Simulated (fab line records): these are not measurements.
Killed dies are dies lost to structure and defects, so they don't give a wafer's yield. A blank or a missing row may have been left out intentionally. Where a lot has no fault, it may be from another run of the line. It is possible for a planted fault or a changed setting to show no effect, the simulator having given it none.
Problem report, 8D (eight disciplines) form, completed by code    flow n5Finfet    the parts of the form that need people (team, actions taken, sign-off) are left out

## 1. THE PROBLEM
SS_N at N5_BEOL_M4_RC_MEAS_101 reads a mean of 75.8 mV/dec on 1 wafer of 1 lot; wafers without a fault read 72.1 mV/dec with a standard deviation of 0.9. Relative to the usual mean, that is a shift of +4.1 standard deviations.
First seen on wafer L253.3, day 11 17:23, on prober-01. The record holds 24 wafers of 9 lots with a number at this step. By rule, "out" or "out of limits" means more than 4 standard deviations away from the usual mean. The other wafers with a number count as sound.

## 2. WHAT IT IS, WHAT IT ISN'T
question                     is                 is not
which readings at this step  SS_N               DIBL_N, DIBL_P, IOFF_P, ION_N, ION_P, SS_P, VT_N, VT_P
which lots                   L253               L243, L244, L246, L248, L254, L258, L259, L261
which wafers of those lots   L253.3             L253.2
read on which gauges         prober-01          prober-02
when                         from day 11 17:23  up to then (13 sound wafers); but 10 sound wafers of L254, L258, L259, L261 came after

## 3. SUSPECTS, AND WHAT RULES EACH OUT
Counting: any tool at a process step up to the reading remains a suspect provided it ran every lot that is out. Sound lots after the first of them don't rule it out here, since some wafers of a struck lot are sound.
- the gauge at N5_BEOL_M4_RC_MEAS_101: kept. All the wafers that are out were read on prober-01, and no step on other tools shows them out.
- rieDiel-03 at N5_FIN_CUT_ETCH_20 (etches SiARC in CF4, target depth 26 nm, time 43.3 s): kept. It processed L253, the lot that is out, at day 5 09:47, and its most recent sound lot before then was L246 at day 3 15:57.
- cmp-04 at N5_STI_FIN_REVEAL_CMP_04 (polishes, stops on Si3N4, t overpolish 4 s, target thk 131.83 nm): kept. It processed L253, the lot that is out, at day 5 15:50, and its most recent sound lot before then was L246 at day 3 21:56.
- rieDiel-02 at N5_STI_FIN_REVEAL_ETCHBACK_08 (etches SiO2 in C4F6/O2, target depth 30.5 nm, time 10.167 s): kept. It processed L253, the lot that is out, at day 5 16:38, and its most recent sound lot before then was L248 at day 4 10:38.
- rieDiel-02 at N5_STI_FIN_REVEAL_STRIP_24 (strips in N2/H2, time 90 s): kept. It processed L253, the lot that is out, at day 5 16:40, and its most recent sound lot before then was L248 at day 4 10:40.
- At N5_FIN_CUT_ETCH_20 on rieDiel-03, chamber 1 took the sound wafers of the same lots and chamber 3 took the wafers that are out.
- At N5_STI_FIN_REVEAL_CMP_04 on cmp-04, chamber 0 took the sound wafers of the same lots and chamber 2 took the wafers that are out.
- At N5_STI_FIN_REVEAL_ETCHBACK_08 on rieDiel-02, chamber 0 took the sound wafers of the same lots and chamber 3 took the wafers that are out.
- At N5_STI_FIN_REVEAL_STRIP_24 on rieDiel-02, chamber 0 took the sound wafers of the same lots and chamber 3 took the wafers that are out.
Left after counting: rieDiel-03 at N5_FIN_CUT_ETCH_20, cmp-04 at N5_STI_FIN_REVEAL_CMP_04, rieDiel-02 at N5_STI_FIN_REVEAL_ETCHBACK_08, rieDiel-02 at N5_STI_FIN_REVEAL_STRIP_24, prober-01 at N5_BEOL_M4_RC_MEAS_101.

## 4. THE CAUSE (what the simulator had put in)
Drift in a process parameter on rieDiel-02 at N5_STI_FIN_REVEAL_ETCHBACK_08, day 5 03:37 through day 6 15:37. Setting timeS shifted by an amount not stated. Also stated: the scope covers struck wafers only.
Counting left 5 suspects, and this tool is among them.

## 5. THE CHAIN OF EFFECTS, in route order
Each row: a reading whose mean over the struck wafers that have a number lies more than 3 standard deviations from the usual. Only readings whose record carries a usual standard deviation are examined. hours: median over the lots of the time between each lot's start at the first step of this table that gives one and its start at this step. sigmas: the change, counted in usual standard deviations.
hours  step                             reading        usual        on struck wafers  change  sigmas
0      N5_STI_FIN_REVEAL_FIN_H_MEAS_10  trenchDepthNm  51.6 nm      48.6              -3.0    -3.5
142    N5_BEOL_M4_RC_MEAS_101           SS_N           72.1 mV/dec  75.8              +3.7    +4.1
Readings that are blank on the struck wafers while sound wafers have them: biasW at N5_STI_FIN_REVEAL_ETCHBACK_08.

## 6. HOW IT WOULD HAVE BEEN CAUGHT EARLIER
158 hours passed between the start of the fault at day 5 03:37 and the first reading out of limits at a measuring or inspecting step in this record, taken at day 11 17:23.
The start of N5_STI_FIN_REVEAL_ETCHBACK_08 on rieDiel-02 came by day 11 17:23 for every one of the lots that are out (1). Had the tool been put on hold then, not one of them would have been saved.
